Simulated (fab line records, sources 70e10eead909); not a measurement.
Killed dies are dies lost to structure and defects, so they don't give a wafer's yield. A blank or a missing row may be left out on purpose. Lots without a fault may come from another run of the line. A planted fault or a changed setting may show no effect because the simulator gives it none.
Which tool did it? | flow nand_harc | 7 lots, 21 wafers sampled, at 1 step of a route of 1302

WHAT THE GAUGES READ, wafer by wafer
NHARC_A_ONON_D2_THK_MEAS_08: measures by ellipsometry.
lot  | measured     | on            | thk_nm (nm)
L155 | day 12 18:49 | film_metro-02 | 1014 1014 1014
L158 | day 14 12:05 | film_metro-01 | 1010 1009 1011
L159 | day 14 19:46 | film_metro-01 | 994 993 994
L163 | day 16 17:07 | film_metro-01 | 1010 1010 1008
L165 | day 16 20:15 | film_metro-01 | 998 999 998
L168 | day 18 07:29 | film_metro-02 | 1020 1017 1019
L175 | day 21 08:31 | film_metro-01 | 1018 1019 1017

WHICH TOOL RAN EACH LOT (tool, then ch and the chambers of the sampled wafers, then the start)
The record holds no process step before these readings.

THE ANSWER, worked out from the rows above alone
Rule: what is usual is taken from the lots themselves. Put in order of their means at a reading, lots are off if they are a third of the lots or fewer, leave a main group of 4 or more, and stand apart from it by a gap of 3 or more times the standard deviation of the main group's means; of several such gaps the widest counts. A main group whose means are all the same, to the digits that the tables above print for the reading, isn't used. A lot without any number at a reading at which 4 lots or more have one is off too. The other lots that the step has rows for count as sound.
No lot is off at any reading shown: from this, nothing can be told.

WHAT THE SIMULATOR HAD PUT IN
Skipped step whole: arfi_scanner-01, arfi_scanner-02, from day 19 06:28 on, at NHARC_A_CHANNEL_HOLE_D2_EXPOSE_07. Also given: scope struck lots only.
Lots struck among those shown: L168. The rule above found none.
